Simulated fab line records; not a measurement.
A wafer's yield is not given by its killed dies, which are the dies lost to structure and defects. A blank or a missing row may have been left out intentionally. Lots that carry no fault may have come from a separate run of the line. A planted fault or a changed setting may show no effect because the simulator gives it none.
Split-lot experiment	flow n5 finfet	21 wafers read across 7 lots, on a route 1938 steps long

SPLIT DETAILS
At N5_BEOL_M14_SPUTTER_43 (material TaN, target thk 15 nm, time 24.19 s), the setting power w was moved away from the recipe's 15000 W on 10 of the 21 wafers read, by -14.6% to +5.7%. For the rest of the wafers, this setting stayed at what the recipe calls for.

The reading is taken at the split's own step.

THE READING
TaN_of_BEOL_M14_SPUTTER_43.thk nm (the simulator's own value, which no gauge read), in nm, at N5_BEOL_M14_SPUTTER_43 (material TaN, target thk 15 nm, time 24.19 s). There is no usual value for it anywhere in the file. The 11 wafers here that ran the recipe average 15.0 nm, standard deviation 0.14 nm.

wafer	tool, chamber at the split	power w as run, W	against the recipe	TaN_of_BEOL_M14_SPUTTER_43.thk nm, nm	against lot-mates on the recipe
L081.1	pvd sputter-01, -	15750	+5.0%	16	+1.0
L081.5	pvd sputter-01, -	15750	+5.0%	15.6	+0.6
L081.6	pvd sputter-01, -	15000	recipe	15	-
L079.1	pvd sputter-02, -	15000	recipe	15	-
L079.3	pvd sputter-02, -	15000	recipe	14.8	-
L079.4	pvd sputter-02, -	15000	recipe	14.8	-
L080.2	pvd sputter-02, -	15000	recipe	15	-
L080.5	pvd sputter-02, -	12810	-14.6%	12.8	-2.2
L080.6	pvd sputter-02, -	12810	-14.6%	12.8	-2.2
L077.3	pvd sputter-02, -	15860	+5.7%	16	+1.0
L077.5	pvd sputter-02, -	15860	+5.7%	15.8	+0.8
L077.6	pvd sputter-02, -	15000	recipe	15	-
L085.1	pvd sputter-01, -	15000	recipe	15	-
L085.2	pvd sputter-01, -	15000	recipe	15.2	-
L085.5	pvd sputter-01, -	15000	recipe	15.2	-
L086.1	pvd sputter-03, -	15000	recipe	14.8	-
L086.5	pvd sputter-03, -	13900	-7.3%	13.8	-1.0
L086.6	pvd sputter-03, -	13900	-7.3%	13.8	-1.0
L088.1	pvd sputter-03, -	15000	recipe	14.8	-
L088.2	pvd sputter-03, -	12870	-14.2%	13	-1.8
L088.5	pvd sputter-03, -	12870	-14.2%	12.6	-2.2

THE FIT
A straight line over all 21 wafers: TaN_of_BEOL_M14_SPUTTER_43.thk nm changes by +0.154 nm for each +1% of power w; r = +0.99; the points scatter about the line by 0.15 nm.
The same after taking each lot's own level away (the mean of its wafers on the recipe; 21 wafers): +0.147 nm for each +1%; r = +0.99; scatter 0.12 nm.
Per that fit: largest power w move, reading shift of 2.2 nm.
From 14.80 to 15.13 nm: that is the span of the lots' own levels, equal to 2.3 times the standard deviation above.
The two slopes are in agreement: the lot-to-lot level therefore moves the slope only a little.
Check: for one of the wafers moved furthest among these (-14.6%), held out of the fit, the line's prediction against its lot-mates is -2.11 nm. It came out at -2.2 nm against them.

THE OTHER SPLITS THESE WAFERS WENT THROUGH
Note: prior to the reading, these wafers also went through further splits. Each is held against what the fit with the lots' levels taken away leaves over:
other split on the same wafers	wafers away from the commonest value	r with TaN_of_BEOL_M14_SPUTTER_43.thk nm (lot level and that fit taken away)
N5_BEOL_M11_COAT_63 spin rpm	9	+0.41
N5_BEOL_M11_CURE_72 time s	7	+0.29
N5_BEOL_M11_ALD_74 ald cycles	8	+0.30
N5_BEOL_M12_CMP_49 down force psi	4	+0.00
N5_BEOL_M13_COAT_04 spin rpm	5	-0.35
N5_BEOL_M13_TRENCH_ETCH_34 time s	2	-0.28
N5_BEOL_M14_TRENCH_ETCH_34 bias w	4	-0.01

FILE'S OWN FIT
TaN_of_BEOL_M14_SPUTTER_43.thk nm changes by +0.146 nm for each +1% of power w, r = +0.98.
